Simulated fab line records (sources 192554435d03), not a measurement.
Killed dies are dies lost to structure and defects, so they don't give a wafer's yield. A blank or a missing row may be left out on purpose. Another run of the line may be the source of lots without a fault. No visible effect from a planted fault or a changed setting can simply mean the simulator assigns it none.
Matching of chambers	flow n5Finfet	N5_WELL_APT_DESCUM_13 on rieDiel-01: 4 sister chambers
The step chemistry O2, time 7.9 s. 22 wafers are shown with their chamber, then 11 later ones without.

WAFERS PAIRED WITH THEIR CHAMBERS
wafer	chamber	drypumpMotorCurrentA (A)	showerheadPlenumPTorr (Torr)	throttleValvePct (%)
L076.1	2	5.1	2.21	20.62
L076.4	0	5.6	2.09	20.56
L076.6	1	5.7	2.07	20.54
L080.2	1	5.8	2.07	20.56
L080.3	3	6.5	2.24	20.11
L080.4	2	5.1	2.21	20.64
L081.2	2	5.1	2.21	20.62
L081.4	0	5.6	2.09	20.58
L081.5	3	6.5	2.24	20.12
L084.2	2	5.2	2.21	20.64
L084.5	0	5.6	2.08	20.58
L084.6	1	5.7	2.07	20.58
L088.1	1	5.7	2.06	20.61
L088.2	2	5.1	2.20	20.64
L088.4	0	5.6	2.08	20.62
L089.2	2	5.1	2.20	20.67
L089.3	0	5.6	2.08	20.61
L089.5	3	6.5	2.23	20.14
L090.2	2	5.1	2.20	20.66
L090.3	3	6.5	2.23	20.12
L090.4	1	5.8	2.06	20.58
L092.1	0	5.6	2.08	20.63

SIGNATURES (averages over the wafers above)
reading	chamber 0	chamber 1	chamber 2	chamber 3	scatter within a chamber
drypumpMotorCurrentA	5.600	5.740	5.114	6.500	0.0338
showerheadPlenumPTorr	2.0833	2.0660	2.2057	2.2350	0.0054
throttleValvePct	20.5967	20.5740	20.6414	20.1225	0.0224
Rule: distance of a wafer from a chamber = root of the sum over the readings of ((wafer's reading minus chamber's mean) / reading's scatter) squared. The wafer belongs to the nearest chamber; if the next one is less than 2 further off, it can't be placed. The scatter: the root of (the sum of the squares of (reading less its chamber's mean) over the shown wafers, divided by (wafers less chambers)).

WAFERS MISSING THEIR CHAMBER
wafer	drypumpMotorCurrentA (A)	showerheadPlenumPTorr (Torr)	throttleValvePct (%)
L092.2	5.1	2.20	20.66
L092.5	5.7	2.06	20.62
L094.2	5.1	2.20	20.68
L094.3	5.6	2.08	20.61
L094.4	6.5	2.23	20.15
L095.1	6.5	2.23	20.17
L095.4	5.1	2.20	20.69
L095.5	6.5	2.23	20.15
L096.1	5.1	2.20	20.68
L096.2	5.7	2.07	20.62
L096.6	6.5	2.23	20.17

EACH ONE'S CHAMBER
wafer	from the rows above	in truth
L092.2	2	2
L092.5	1	1
L094.2	2	2
L094.3	0	0
L094.4	3	3
L095.1	3	3
L095.4	2	2
L095.5	3	3
L096.1	2	2
L096.2	can't be placed: 1 or 0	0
L096.6	3	3
Correctly placed: 10 of 11. Unplaceable from these rows: 1, with the true chamber sitting among the candidates in 1. Wrongly placed: 0.
